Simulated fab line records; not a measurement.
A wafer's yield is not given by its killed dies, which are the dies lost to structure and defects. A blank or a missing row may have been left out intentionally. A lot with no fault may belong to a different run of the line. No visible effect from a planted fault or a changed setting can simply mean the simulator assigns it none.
Lot-split experiment -- flow n5-finfet -- 21 wafers read from 7 lots, route of 1938 steps

SPLIT DETAILS
At N5_BEOL_M9_DEP_56 (deposits SiCN from 3MS/NH3, target thk 15 nm, time 26.5 s), the setting time-s was moved away from the recipe's 26.5 s on 7 of the 21 wafers read, by -13.2% to +12.0%. The other wafers ran this setting at the recipe's value.

The reading is taken at the split's own step.

THE READING
SiCN_of_BEOL_M9_DEP_56.thk-nm (the simulator's own value, which no gauge read), in nm, at N5_BEOL_M9_DEP_56 (deposits SiCN from 3MS/NH3, target thk 15 nm, time 26.5 s). There is no usual value for it anywhere in the file. The 14 wafers here that ran the recipe average 15.1 nm, standard deviation 0.2 nm.

wafer,"tool, chamber at the split","time-s as run, s",against the recipe,"SiCN_of_BEOL_M9_DEP_56.thk-nm, nm",against lot-mates on the recipe
L074.3,"pecvd-03, 1",26.5,recipe,14.8,-
L074.4,"pecvd-03, 0",23.16,-12.6%,13.2,-1.6
L074.5,"pecvd-03, 2",23.16,-12.6%,13.4,-1.4
L076.1,"pecvd-04, 1",26.5,recipe,15,-
L076.4,"pecvd-04, 0",26.5,recipe,15.4,-
L076.6,"pecvd-04, 2",26.5,recipe,15.2,-
L080.2,"pecvd-02, 1",26.5,recipe,14.8,-
L080.5,"pecvd-02, 2,1",26.5,recipe,15.2,-
L080.6,"pecvd-02, 2,1",26.5,recipe,15.2,-
L081.3,"pecvd-04, 0,2",25.15,-5.1%,14,-1.0
L081.4,"pecvd-04, 0,2",25.15,-5.1%,14,-1.0
L081.6,"pecvd-04, 0",26.5,recipe,15,-
L088.1,"pecvd-02, 1",26.5,recipe,15,-
L088.2,"pecvd-02, 0",26.5,recipe,15.2,-
L088.5,"pecvd-02, 1",26.5,recipe,15.4,-
L090.1,"pecvd-03, 0",26.5,recipe,15,-
L090.4,"pecvd-03, 0",29.69,+12.0%,17,+1.9
L090.6,"pecvd-03, 1",26.5,recipe,15.2,-
L097.1,"pecvd-04, 2",22.99,-13.2%,13,-1.8
L097.2,"pecvd-04, 0",26.5,recipe,14.8,-
L097.5,"pecvd-04, 0",22.99,-13.2%,13.2,-1.6
Where a row lists several chambers, the file gives one row for several wafers and doesn't say which wafer went through which chamber.

FIT RESULTS
A straight line over all 21 wafers: SiCN_of_BEOL_M9_DEP_56.thk-nm changes by +0.152 nm for each +1% of time-s; r = +0.98; the points scatter about the line by 0.21 nm.
The same after taking each lot's own level away (the mean of its wafers on the recipe; 21 wafers): +0.134 nm for each +1%; r = +0.98; scatter 0.19 nm.
Per that fit: largest time-s move, reading shift of 1.8 nm.
Across the lots, their own levels run from 14.80 to 15.20 nm, a range of 2.0 times the standard deviation given above.
Hence the slope depends on the lot-to-lot level, as the two fits are not the same.
Check: with one of the wafers moved furthest among these (-13.2%) left out of the fit, the line predicts -1.76 nm for it against its lot-mates. Against them it came out at -1.8 nm.

THE OTHER SPLITS THESE WAFERS WENT THROUGH
Other splits were also applied to these wafers ahead of the reading. Each is held against what the fit with the lots' levels taken away leaves over:
other split on the same wafers,wafers away from the commonest value,r with SiCN_of_BEOL_M9_DEP_56.thk-nm (lot level and that fit taken away)
N5_BEOL_M9_ETCH_62 time-s,5,+0.10
N5_BEOL_M9_COAT_22 spin-rpm,8,+0.11

THE FILE'S OWN FIT
SiCN_of_BEOL_M9_DEP_56.thk-nm changes by +0.137 nm for each +1% of time-s, r = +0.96.
